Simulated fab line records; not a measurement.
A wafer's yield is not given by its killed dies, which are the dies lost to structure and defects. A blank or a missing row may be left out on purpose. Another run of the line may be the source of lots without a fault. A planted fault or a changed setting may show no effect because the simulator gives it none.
Matching of chambers -- flow n5_finfet -- cvd_co-02 running N5_BEOL_M2_CO_CAP_55: 3 sister chambers
The step material Co, precursor CCTBA/H2, target thk 2 nm, time 102.1 s. 24 wafers are shown with their chamber, then 12 later ones without.

EACH WAFER AND ITS CHAMBER
wafer,chamber,heater_power_outer_w (W),heater_power_w (W)
L075.1,0,171,296
L075.2,1,104,209
L075.3,2,103,225
L076.1,1,105,209
L076.2,0,168,300
L076.4,1,107,204
L077.2,1,105,207
L077.3,0,172,302
L077.5,0,175,302
L080.4,0,169,310
L080.5,2,106,220
L080.6,1,107,206
L081.3,2,103,217
L081.4,1,107,205
L081.5,0,174,299
L082.1,2,105,222
L082.2,0,173,308
L082.6,1,104,210
L083.2,2,108,222
L083.4,2,108,228
L083.6,0,172,315
L084.1,2,107,226
L084.2,1,108,203
L084.6,0,170,297

SIGNATURES, as means of the wafers listed above
reading,chamber 0,chamber 1,chamber 2,scatter within a chamber
heater_power_outer_w,171.56,105.88,105.71,2.03
heater_power_w,303.22,206.62,222.86,4.68
Rule: a wafer's distance from a chamber is the root of the sum, over the readings, of the square of ((its reading less the chamber's mean) divided by the reading's scatter). If the next closest chamber is less than 2 further off than the closest, the wafer can't be placed; otherwise it belongs to the closest. The scatter: take each reading less its chamber's mean, square it, sum over the shown wafers, divide by the number of wafers less the number of chambers, and take the root.

WAFERS WHOSE CHAMBER IS MISSING
wafer,heater_power_outer_w (W),heater_power_w (W)
L085.1,175,303
L085.5,172,310
L085.6,104,228
L086.1,106,216
L086.2,171,302
L086.4,107,228
L091.1,107,206
L091.4,106,220
L091.5,103,211
L092.2,106,223
L092.4,107,209
L092.6,174,307

WHICH CHAMBER EACH WENT THROUGH
wafer,from the rows above,in truth
L085.1,0,0
L085.5,0,0
L085.6,2,2
L086.1,can't be placed: 2 or 1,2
L086.2,0,0
L086.4,2,2
L091.1,1,1
L091.4,2,2
L091.5,can't be placed: 1 or 2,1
L092.2,2,2
L092.4,1,1
L092.6,0,0
10 of 12 placed correctly. Can't be placed from these rows: 2 (the true chamber is among the candidates in 2). 0 placed wrongly.
